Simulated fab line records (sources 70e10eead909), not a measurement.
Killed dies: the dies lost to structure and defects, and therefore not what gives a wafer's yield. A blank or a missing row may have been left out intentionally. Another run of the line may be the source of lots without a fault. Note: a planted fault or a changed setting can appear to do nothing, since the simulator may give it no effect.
Matching of chambers | flow nand harc | NHARC_A_CHANNEL_FILL_D1_ETCHBACK_20 on rie diel-01 has 4 sister chambers
The step etches the open film in C4F8/O2/Ar, target depth 27 nm, time 13.5 s. 27 wafers are shown with their chamber, then 12 later ones without.

== WAFERS WITH THEIR CHAMBER ==
wafer  | chamber | rf vpp V (V) | oes product au (a.u.)
L078.2 | 3       | 972          | 0.93
L078.3 | 2       | 976          | 0.91
L078.5 | 2       | 976          | 0.90
L081.1 | 2       | 975          | 0.91
L081.2 | 0       | 987          | 0.92
L081.4 | 1       | 980          | 0.93
L082.1 | 3       | 969          | 0.93
L082.3 | 0       | 986          | 0.92
L082.5 | 0       | 988          | 0.93
L084.1 | 3       | 971          | 0.94
L084.2 | 2       | 976          | 0.90
L084.6 | 2       | 975          | 0.91
L086.1 | 3       | 972          | 0.93
L086.4 | 1       | 980          | 0.92
L086.6 | 2       | 975          | 0.96
L090.1 | 1       | 980          | 0.92
L090.3 | 0       | 987          | 0.92
L090.6 | 2       | 976          | 0.90
L090.2 | 3       | 971          | 0.94
L090.4 | 2       | 974          | 0.91
L090.5 | 1       | 980          | 0.92
L089.3 | 3       | 971          | 0.93
L089.4 | 0       | 987          | 0.93
L089.6 | 0       | 987          | 0.92
L089.1 | 1       | 980          | 0.92
L089.2 | 2       | 976          | 0.90
L089.5 | 1       | 981          | 0.93

SIGNATURES, as means of the wafers listed above
reading        | chamber 0 | chamber 1 | chamber 2 | chamber 3 | scatter within a chamber
rf vpp V       | 987.00    | 980.17    | 975.44    | 971.00    | 0.753
oes product au | 0.9233    | 0.9233    | 0.9111    | 0.9333    | 0.012
Rule: for each reading, subtract the chamber's mean from the wafer's reading, divide by that reading's scatter and square the result; add these up over the readings and take the root, which gives the wafer's distance from the chamber. The wafer belongs to the nearest chamber; if the next one is less than 2 further off, it can't be placed. The scatter: take each reading less its chamber's mean, square it, sum over the shown wafers, divide by the number of wafers less the number of chambers, and take the root.

== WAFERS MISSING THEIR CHAMBER ==
wafer  | rf vpp V (V) | oes product au (a.u.)
L092.1 | 970          | 0.95
L092.3 | 980          | 0.93
L092.4 | 975          | 0.90
L096.2 | 971          | 1.01
L096.4 | 975          | 0.99
L096.5 | 986          | 1.01
L094.1 | 971          | 1.00
L094.4 | 986          | 1.01
L094.6 | 982          | 0.98
L095.1 | 980          | 0.99
L095.3 | 976          | 0.99
L095.6 | 980          | 0.99

== EACH ONE'S CHAMBER ==
wafer  | from the rows above          | in truth
L092.1 | 3                            | 3
L092.3 | 1                            | 1
L092.4 | 2                            | 2
L096.2 | 3                            | 3
L096.4 | can't be placed: 2 or 3      | 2
L096.5 | 0                            | 0
L094.1 | 3                            | 3
L094.4 | 0                            | 0
L094.6 | 1                            | 1
L095.1 | 1                            | 1
L095.3 | can't be placed: 2 or 1 or 3 | 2
L095.6 | 1                            | 1
Correctly placed: 10 of 12. Unplaceable from these rows: 2, with the true chamber sitting among the candidates in 2. Number placed wrongly: 0.
